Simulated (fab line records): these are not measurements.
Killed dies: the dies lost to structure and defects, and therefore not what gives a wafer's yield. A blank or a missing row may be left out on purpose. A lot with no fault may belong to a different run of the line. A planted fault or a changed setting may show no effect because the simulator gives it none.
What tool caused it? / flow nand_harc / 36 wafers from 12 lots sampled at 5 of the route's 1302 steps

WHAT EACH GAUGE READ, for each wafer
NHARC_END_SORT_01. Usual: killed_at_array 56, standard deviation 19; killed_at_other 0.8, standard deviation 1.1; killed_at_periphery 3.4, standard deviation 2.5; killed_dies 60, standard deviation 19; killed_open 2.9, standard deviation 1.7; killed_short 2.4, standard deviation 1.6.
lot=L177; measured=day 26 05:41; on=prober-01; killed_at_array=68; killed_at_other=0; killed_at_periphery=4; killed_dies=72; killed_open=3; killed_short=2; flag=

TOOL THAT RAN EACH LOT (tool first, then ch and the chambers of the sampled wafers, then the start)
lot=L173; NHARC_A_CONTACT_ETCH_77=rie_diel-12 ch 0,1, day 21 23:48 or earlier; NHARC_A_CONTACT_ETCH_78=rie_diel-12 ch 0,1,3, day 21 23:48 or earlier; NHARC_A_CONTACT_DEP_84=acl_dep-02 ch 0, day 21 23:48; NHARC_A_CONTACT_ETCH_89=rie_diel-03 ch 0,2,3, day 22 02:38
lot=L174; NHARC_A_CONTACT_ETCH_77=rie_diel-03 ch 1,2,3, day 22 19:02 or earlier; NHARC_A_CONTACT_ETCH_78=rie_diel-03 ch 2,3, day 22 19:02 or earlier; NHARC_A_CONTACT_DEP_84=acl_dep-01 ch 0, day 22 19:02; NHARC_A_CONTACT_ETCH_89=rie_diel-03 ch 0,1,2, day 22 21:16
lot=L176; NHARC_A_CONTACT_ETCH_77=rie_diel-03 ch 1,3, day 23 02:24 or earlier; NHARC_A_CONTACT_ETCH_78=rie_diel-03 ch 2,3, day 23 02:24 or earlier; NHARC_A_CONTACT_DEP_84=acl_dep-02 ch 0, day 23 02:24; NHARC_A_CONTACT_ETCH_89=rie_diel-03 ch 0,1,2, day 23 05:13
lot=L177; NHARC_A_CONTACT_ETCH_77=rie_diel-12 ch 1,2, day 23 19:26 or earlier; NHARC_A_CONTACT_ETCH_78=rie_diel-12 ch 1,2, day 23 19:26 or earlier; NHARC_A_CONTACT_DEP_84=acl_dep-01 ch 0, day 23 19:26; NHARC_A_CONTACT_ETCH_89=rie_diel-03 ch 0,1,2, day 23 21:21
lot=L188; NHARC_A_CONTACT_ETCH_77=rie_diel-03 ch 0,1,2, day 28 08:47 or earlier; NHARC_A_CONTACT_ETCH_78=rie_diel-03 ch 0,2, day 28 08:47 or earlier; NHARC_A_CONTACT_DEP_84=acl_dep-03 ch 0, day 28 08:47; NHARC_A_CONTACT_ETCH_89=rie_diel-03 ch 0,1,3, day 28 11:14
lot=L190; NHARC_A_CONTACT_ETCH_77=rie_diel-12 ch 0,2, day 29 05:54 or earlier; NHARC_A_CONTACT_ETCH_78=rie_diel-12 ch 1,3, day 29 05:54 or earlier; NHARC_A_CONTACT_DEP_84=acl_dep-01 ch 0, day 29 05:54; NHARC_A_CONTACT_ETCH_89=rie_diel-03 ch 0,2, day 29 08:20
lot=L189; NHARC_A_CONTACT_ETCH_77=rie_diel-03 ch 0,1,3, day 29 06:34 or earlier; NHARC_A_CONTACT_ETCH_78=rie_diel-03 ch 0,2, day 29 06:34 or earlier; NHARC_A_CONTACT_DEP_84=acl_dep-02 ch 0, day 29 06:34; NHARC_A_CONTACT_ETCH_89=rie_diel-03 ch 0,1,2, day 29 09:25
lot=L191; NHARC_A_CONTACT_ETCH_77=rie_diel-03 ch 0,1,3, day 29 13:06 or earlier; NHARC_A_CONTACT_ETCH_78=rie_diel-03 ch 0,1,3, day 29 13:06 or earlier; NHARC_A_CONTACT_DEP_84=acl_dep-02 ch 0, day 29 13:06; NHARC_A_CONTACT_ETCH_89=rie_diel-03 ch 0,1,3, day 29 15:55
lot=L192; NHARC_A_CONTACT_ETCH_77=rie_diel-12 ch 0,2, day 29 16:37 or earlier; NHARC_A_CONTACT_ETCH_78=rie_diel-12 ch 0,3, day 29 16:37 or earlier; NHARC_A_CONTACT_DEP_84=acl_dep-03 ch 0, day 29 16:37; NHARC_A_CONTACT_ETCH_89=rie_diel-03 ch 0,1,3, day 29 19:36
lot=L193; NHARC_A_CONTACT_ETCH_77=rie_diel-03 ch 1,2, day 30 06:26 or earlier; NHARC_A_CONTACT_ETCH_78=rie_diel-03 ch 0,2,3, day 30 06:26 or earlier; NHARC_A_CONTACT_DEP_84=acl_dep-02 ch 0, day 30 06:26; NHARC_A_CONTACT_ETCH_89=rie_diel-03 ch 1,2, day 30 08:44
lot=L194; NHARC_A_CONTACT_ETCH_77=rie_diel-03 ch 1,3, day 31 05:14 or earlier; NHARC_A_CONTACT_ETCH_78=rie_diel-03 ch 1,3, day 31 05:14 or earlier; NHARC_A_CONTACT_DEP_84=acl_dep-01 ch 0, day 31 05:14; NHARC_A_CONTACT_ETCH_89=rie_diel-03 ch 1,3, day 31 07:49
lot=L196; NHARC_A_CONTACT_ETCH_77=rie_diel-02 ch 0,2,3, day 32 11:16 or earlier; NHARC_A_CONTACT_ETCH_78=rie_diel-02 ch 0,2,3, day 32 11:16 or earlier; NHARC_A_CONTACT_DEP_84=acl_dep-02 ch 0, day 32 11:16; NHARC_A_CONTACT_ETCH_89=rie_diel-03 ch 0,2,3, day 32 13:26
- NHARC_A_CONTACT_ETCH_77: etches the open film in CF4/CHF3, target depth 108.9 nm, time 54.5 s.
- NHARC_A_CONTACT_ETCH_78: etches the open film in O2/COS, target depth 5300 nm, time 1378 s.
- NHARC_A_CONTACT_DEP_84: deposits aC, target thk 2800 nm.
- NHARC_A_CONTACT_ETCH_89: etches the open film in N2/H2, target depth 260 nm, time 475.3 s.

AS READ BY THE TOOLS THEMSELVES (means over the sampled wafers that have a number; for cases with no such wafer, the mark the record gives instead)
NHARC_A_CONTACT_ETCH_77. Usual: drypump_motor_current_A 5.7 A, standard deviation 0.35; oes_product_au 0.938 a.u., standard deviation 0.022; rf_vpp_V 370.2 V, standard deviation 1.7; showerhead_plenum_p_Torr 1.56 Torr, standard deviation 0.042; throttle_valve_pct 16.801 %, standard deviation 0.0094.
lot=L173; tool=rie_diel-12; drypump_motor_current_A (A)=5.8; oes_product_au (a.u.)=0.963; rf_vpp_V (V)=371.6; showerhead_plenum_p_Torr (Torr)=1.59; throttle_valve_pct (%)=16.805; flag=
lot=L174; tool=rie_diel-03; drypump_motor_current_A (A)=5.7; oes_product_au (a.u.)=0.920; rf_vpp_V (V)=369.9; showerhead_plenum_p_Torr (Torr)=1.54; throttle_valve_pct (%)=16.812; flag=
lot=L176; tool=rie_diel-03; drypump_motor_current_A (A)=5.5; oes_product_au (a.u.)=0.929; rf_vpp_V (V)=370.2; showerhead_plenum_p_Torr (Torr)=1.55; throttle_valve_pct (%)=16.797; flag=
lot=L177; tool=rie_diel-12; drypump_motor_current_A (A)=5.7; oes_product_au (a.u.)=0.926; rf_vpp_V (V)=371.6; showerhead_plenum_p_Torr (Torr)=1.60; throttle_valve_pct (%)=16.812; flag=
lot=L188; tool=rie_diel-03; drypump_motor_current_A (A)=5.8; oes_product_au (a.u.)=0.967; rf_vpp_V (V)=368.7; showerhead_plenum_p_Torr (Torr)=1.54; throttle_valve_pct (%)=16.800; flag=
lot=L190; tool=rie_diel-12; drypump_motor_current_A (A)=5.7; oes_product_au (a.u.)=0.969; rf_vpp_V (V)=370.5; showerhead_plenum_p_Torr (Torr)=1.58; throttle_valve_pct (%)=16.795; flag=
lot=L189; tool=rie_diel-03; drypump_motor_current_A (A)=5.4; oes_product_au (a.u.)=0.913; rf_vpp_V (V)=369.9; showerhead_plenum_p_Torr (Torr)=1.55; throttle_valve_pct (%)=16.805; flag=
lot=L191; tool=rie_diel-03; drypump_motor_current_A (A)=5.4; oes_product_au (a.u.)=0.920; rf_vpp_V (V)=369.3; showerhead_plenum_p_Torr (Torr)=1.55; throttle_valve_pct (%)=16.788; flag=
lot=L192; tool=rie_diel-12; drypump_motor_current_A (A)=5.7; oes_product_au (a.u.)=0.966; rf_vpp_V (V)=371.4; showerhead_plenum_p_Torr (Torr)=1.58; throttle_valve_pct (%)=16.794; flag=
lot=L193; tool=rie_diel-03; drypump_motor_current_A (A)=5.8; oes_product_au (a.u.)=0.923; rf_vpp_V (V)=368.8; showerhead_plenum_p_Torr (Torr)=1.52; throttle_valve_pct (%)=16.792; flag=
lot=L194; tool=rie_diel-03; drypump_motor_current_A (A)=5.4; oes_product_au (a.u.)=0.910; rf_vpp_V (V)=369.2; showerhead_plenum_p_Torr (Torr)=1.55; throttle_valve_pct (%)=16.810; flag=
lot=L196; tool=rie_diel-02; drypump_motor_current_A (A)=5.7; oes_product_au (a.u.)=0.929; rf_vpp_V (V)=371.9; showerhead_plenum_p_Torr (Torr)=1.58; throttle_valve_pct (%)=16.805; flag=

NHARC_A_CONTACT_ETCH_78. Usual: drypump_motor_current_A 5.7 A, standard deviation 0.34; oes_product_au 1.000 a.u., standard deviation 0.011; rf_vpp_V 313.7 V, standard deviation 1.4; showerhead_plenum_p_Torr 3.10 Torr, standard deviation 0.08; throttle_valve_pct 28.331 %, standard deviation 0.0084.
lot=L173; tool=rie_diel-12; drypump_motor_current_A (A)=5.8; oes_product_au (a.u.)=1.000; rf_vpp_V (V)=315.8; showerhead_plenum_p_Torr (Torr)=3.22; throttle_valve_pct (%)=28.329; flag=
lot=L174; tool=rie_diel-03; drypump_motor_current_A (A)=6.0; oes_product_au (a.u.)=1.014; rf_vpp_V (V)=312.8; showerhead_plenum_p_Torr (Torr)=3.05; throttle_valve_pct (%)=28.326; flag=
lot=L176; tool=rie_diel-03; drypump_motor_current_A (A)=6.0; oes_product_au (a.u.)=1.009; rf_vpp_V (V)=313.6; showerhead_plenum_p_Torr (Torr)=3.05; throttle_valve_pct (%)=28.341; flag=
lot=L177; tool=rie_diel-12; drypump_motor_current_A (A)=5.8; oes_product_au (a.u.)=1.010; rf_vpp_V (V)=314.4; showerhead_plenum_p_Torr (Torr)=3.17; throttle_valve_pct (%)=28.332; flag=
lot=L188; tool=rie_diel-03; drypump_motor_current_A (A)=5.7; oes_product_au (a.u.)=0.986; rf_vpp_V (V)=312.5; showerhead_plenum_p_Torr (Torr)=3.06; throttle_valve_pct (%)=28.333; flag=
lot=L190; tool=rie_diel-12; drypump_motor_current_A (A)=5.9; oes_product_au (a.u.)=0.995; rf_vpp_V (V)=315.9; showerhead_plenum_p_Torr (Torr)=3.27; throttle_valve_pct (%)=28.338; flag=
lot=L189; tool=rie_diel-03; drypump_motor_current_A (A)=5.7; oes_product_au (a.u.)=0.997; rf_vpp_V (V)=314.0; showerhead_plenum_p_Torr (Torr)=3.06; throttle_valve_pct (%)=28.335; flag=
lot=L191; tool=rie_diel-03; drypump_motor_current_A (A)=5.4; oes_product_au (a.u.)=0.984; rf_vpp_V (V)=313.6; showerhead_plenum_p_Torr (Torr)=3.07; throttle_valve_pct (%)=28.327; flag=
lot=L192; tool=rie_diel-12; drypump_motor_current_A (A)=5.8; oes_product_au (a.u.)=1.000; rf_vpp_V (V)=314.9; showerhead_plenum_p_Torr (Torr)=3.18; throttle_valve_pct (%)=28.322; flag=
lot=L193; tool=rie_diel-03; drypump_motor_current_A (A)=5.7; oes_product_au (a.u.)=1.002; rf_vpp_V (V)=313.3; showerhead_plenum_p_Torr (Torr)=3.06; throttle_valve_pct (%)=28.330; flag=
lot=L194; tool=rie_diel-03; drypump_motor_current_A (A)=5.5; oes_product_au (a.u.)=0.992; rf_vpp_V (V)=313.1; showerhead_plenum_p_Torr (Torr)=3.05; throttle_valve_pct (%)=28.325; flag=
lot=L196; tool=rie_diel-02; drypump_motor_current_A (A)=5.7; oes_product_au (a.u.)=0.997; rf_vpp_V (V)=314.4; showerhead_plenum_p_Torr (Torr)=3.15; throttle_valve_pct (%)=28.330; flag=

NHARC_A_CONTACT_DEP_84. Usual: 34.999 % for throttle_valve_pct, sd 0.009.
lot=L173; tool=acl_dep-02; throttle_valve_pct (%)=34.999; flag=
lot=L174; tool=acl_dep-01; throttle_valve_pct (%)=35.006; flag=
lot=L176; tool=acl_dep-02; throttle_valve_pct (%)=34.998; flag=
lot=L177; tool=acl_dep-01; throttle_valve_pct (%)=35.008; flag=
lot=L188; tool=acl_dep-03; throttle_valve_pct (%)=34.996; flag=
lot=L190; tool=acl_dep-01; throttle_valve_pct (%)=34.993; flag=
lot=L189; tool=acl_dep-02; throttle_valve_pct (%)=34.993; flag=
lot=L191; tool=acl_dep-02; throttle_valve_pct (%)=35.005; flag=
lot=L192; tool=acl_dep-03; throttle_valve_pct (%)=35.000; flag=
lot=L193; tool=acl_dep-02; throttle_valve_pct (%)=35.005; flag=
lot=L194; tool=acl_dep-01; throttle_valve_pct (%)=34.998; flag=
lot=L196; tool=acl_dep-02; throttle_valve_pct (%)=34.996; flag=

NHARC_A_CONTACT_ETCH_89. Usual: drypump_motor_current_A 5.7 A, standard deviation 0.39; oes_product_au 1.002 a.u., standard deviation 0.0099; rf_vpp_V 429.5 V, standard deviation 1.3; showerhead_plenum_p_Torr 2.00 Torr, standard deviation 0.036; throttle_valve_pct 14.171 %, standard deviation 0.0087.
lot=L173; tool=rie_diel-03; drypump_motor_current_A (A)=5.7; oes_product_au (a.u.)=1.009; rf_vpp_V (V)=430.7; showerhead_plenum_p_Torr (Torr)=2.01; throttle_valve_pct (%)=14.176; flag=
lot=L174; tool=rie_diel-03; drypump_motor_current_A (A)=5.8; oes_product_au (a.u.)=1.012; rf_vpp_V (V)=428.9; showerhead_plenum_p_Torr (Torr)=1.99; throttle_valve_pct (%)=14.172; flag=
lot=L176; tool=rie_diel-03; drypump_motor_current_A (A)=5.8; oes_product_au (a.u.)=0.964; rf_vpp_V (V)=429.6; showerhead_plenum_p_Torr (Torr)=1.99; throttle_valve_pct (%)=14.163; flag=OFF
lot=L177; tool=rie_diel-03; drypump_motor_current_A (A)=5.8; oes_product_au (a.u.)=0.957; rf_vpp_V (V)=428.6; showerhead_plenum_p_Torr (Torr)=1.99; throttle_valve_pct (%)=14.176; flag=OFF
lot=L188; tool=rie_diel-03; drypump_motor_current_A (A)=5.4; oes_product_au (a.u.)=0.993; rf_vpp_V (V)=429.6; showerhead_plenum_p_Torr (Torr)=2.00; throttle_valve_pct (%)=14.175; flag=
lot=L190; tool=rie_diel-03; drypump_motor_current_A (A)=6.0; oes_product_au (a.u.)=1.005; rf_vpp_V (V)=428.5; showerhead_plenum_p_Torr (Torr)=1.98; throttle_valve_pct (%)=14.175; flag=
lot=L189; tool=rie_diel-03; drypump_motor_current_A (A)=5.8; oes_product_au (a.u.)=1.000; rf_vpp_V (V)=430.0; showerhead_plenum_p_Torr (Torr)=1.98; throttle_valve_pct (%)=14.173; flag=
lot=L191; tool=rie_diel-03; drypump_motor_current_A (A)=5.4; oes_product_au (a.u.)=0.993; rf_vpp_V (V)=429.2; showerhead_plenum_p_Torr (Torr)=2.00; throttle_valve_pct (%)=14.175; flag=
lot=L192; tool=rie_diel-03; drypump_motor_current_A (A)=5.5; oes_product_au (a.u.)=0.995; rf_vpp_V (V)=429.4; showerhead_plenum_p_Torr (Torr)=2.00; throttle_valve_pct (%)=14.172; flag=
lot=L193; tool=rie_diel-03; drypump_motor_current_A (A)=6.1; oes_product_au (a.u.)=1.007; rf_vpp_V (V)=428.7; showerhead_plenum_p_Torr (Torr)=1.96; throttle_valve_pct (%)=14.168; flag=
lot=L194; tool=rie_diel-03; drypump_motor_current_A (A)=5.5; oes_product_au (a.u.)=0.988; rf_vpp_V (V)=429.3; showerhead_plenum_p_Torr (Torr)=1.99; throttle_valve_pct (%)=14.170; flag=
lot=L196; tool=rie_diel-03; drypump_motor_current_A (A)=5.7; oes_product_au (a.u.)=1.006; rf_vpp_V (V)=429.2; showerhead_plenum_p_Torr (Torr)=1.99; throttle_valve_pct (%)=14.178; flag=

THE ANSWER, worked out from the rows above alone
Rule: lot off if the mean of its wafers having a number is beyond 3 standard deviations from the usual mean. Also off: a lot with no number at a reading for which 4 or more lots have one. Where the step has rows for the other lots, those lots are counted as sound. The gauges are gone through in route order, then the tools' own readings, and for those a lot's mean is taken as printed above. At the first step where some lot is off, the reading lying furthest off is the one used; lots without a number count as furthest.
Off: L176, L177 (NHARC_A_CONTACT_ETCH_89, oes_product_au).
A tool fits if, at that step or a process step before it, it ran every lot that is off, and no sound lot after the first of them. NHARC_A_CONTACT_ETCH_77: start missing for some lots; hours and lot order therefore follow NHARC_A_CONTACT_DEP_84. NHARC_A_CONTACT_ETCH_78: start missing for some lots; hours and lot order therefore follow NHARC_A_CONTACT_DEP_84. Of those tried, none fits.

WHAT WAS PUT IN BY THE SIMULATOR
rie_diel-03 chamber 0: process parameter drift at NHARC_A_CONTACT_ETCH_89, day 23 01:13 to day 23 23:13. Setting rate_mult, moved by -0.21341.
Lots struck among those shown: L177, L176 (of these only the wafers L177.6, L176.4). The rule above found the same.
